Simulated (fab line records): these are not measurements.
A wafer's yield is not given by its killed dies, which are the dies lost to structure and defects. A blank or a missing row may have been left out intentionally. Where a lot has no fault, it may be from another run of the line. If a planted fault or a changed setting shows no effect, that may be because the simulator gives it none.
Matching of chambers    flow n5Finfet    rieDiel-06 running N5_BEOL_M1_ETCH_63: 4 sister chambers
The step etches SiARC in CF4, target depth 15.6 nm, time 26 s. 20 wafers are shown with their chamber, then 10 later ones without.

EACH WAFER AND ITS CHAMBER
wafer   chamber  drypumpMotorCurrentA (A)  throttleValvePct (%)  oesProductAu (a.u.)
L076.1  3        6.3                       15.63                 0.69
L076.4  0        4.9                       16.21                 0.58
L076.6  2        6.3                       15.57                 0.61
L077.3  0        4.9                       16.19                 0.59
L077.5  3        6.3                       15.63                 0.69
L077.6  2        6.3                       15.58                 0.61
L078.1  0        4.9                       16.21                 0.58
L078.2  2        6.3                       15.57                 0.61
L078.5  1        5.8                       15.52                 0.74
L082.2  0        4.9                       16.19                 0.58
L082.3  2        6.4                       15.58                 0.61
L082.6  3        6.3                       15.62                 0.68
L084.1  2        6.3                       15.60                 0.60
L084.3  0        4.9                       16.22                 0.58
L084.4  3        6.3                       15.63                 0.68
L087.1  3        6.3                       15.62                 0.68
L087.4  3        6.3                       15.66                 0.67
L087.5  3        6.3                       15.67                 0.67
L088.1  1        5.8                       15.56                 0.71
L088.3  3        6.3                       15.65                 0.68

SIGNATURES (means of the wafers above)
reading               chamber 0  chamber 1  chamber 2  chamber 3  scatter within a chamber
drypumpMotorCurrentA  4.900      5.800      6.320      6.300      0.0224
throttleValvePct      16.2040    15.5400    15.5800    15.6387    0.017
oesProductAu          0.5820     0.7250     0.6080     0.6800     0.00795
Rule: distance of a wafer from a chamber = root of the sum over the readings of ((wafer's reading minus chamber's mean) / reading's scatter) squared. If the next closest chamber is less than 2 further off than the closest, the wafer can't be placed; otherwise it belongs to the closest. The scatter is the square root of a quotient: the sum, over the shown wafers, of each reading's squared deviation from its chamber's mean, divided by wafers minus chambers.

WAFERS WITHOUT THEIR CHAMBER
wafer   drypumpMotorCurrentA (A)  throttleValvePct (%)  oesProductAu (a.u.)
L088.4  5.8                       15.56                 0.72
L090.1  6.4                       15.61                 0.60
L090.2  5.8                       15.58                 0.71
L090.5  6.3                       15.68                 0.67
L093.1  6.3                       15.61                 0.60
L093.3  6.3                       15.68                 0.67
L093.6  6.3                       15.68                 0.67
L096.1  6.3                       15.62                 0.59
L096.3  4.9                       15.71                 0.81
L096.5  6.4                       15.62                 0.59

CHAMBER TAKEN BY EACH
wafer   from the rows above      in truth
L088.4  1                        1
L090.1  2                        2
L090.2  1                        1
L090.5  3                        3
L093.1  2                        2
L093.3  3                        3
L093.6  3                        3
L096.1  2                        2
L096.3  can't be placed: 0 or 1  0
L096.5  2                        2
Correct placement for 9 of the 10. These rows do not allow placing 1 (true chamber among the candidates in 1). Wrongly placed: 0.
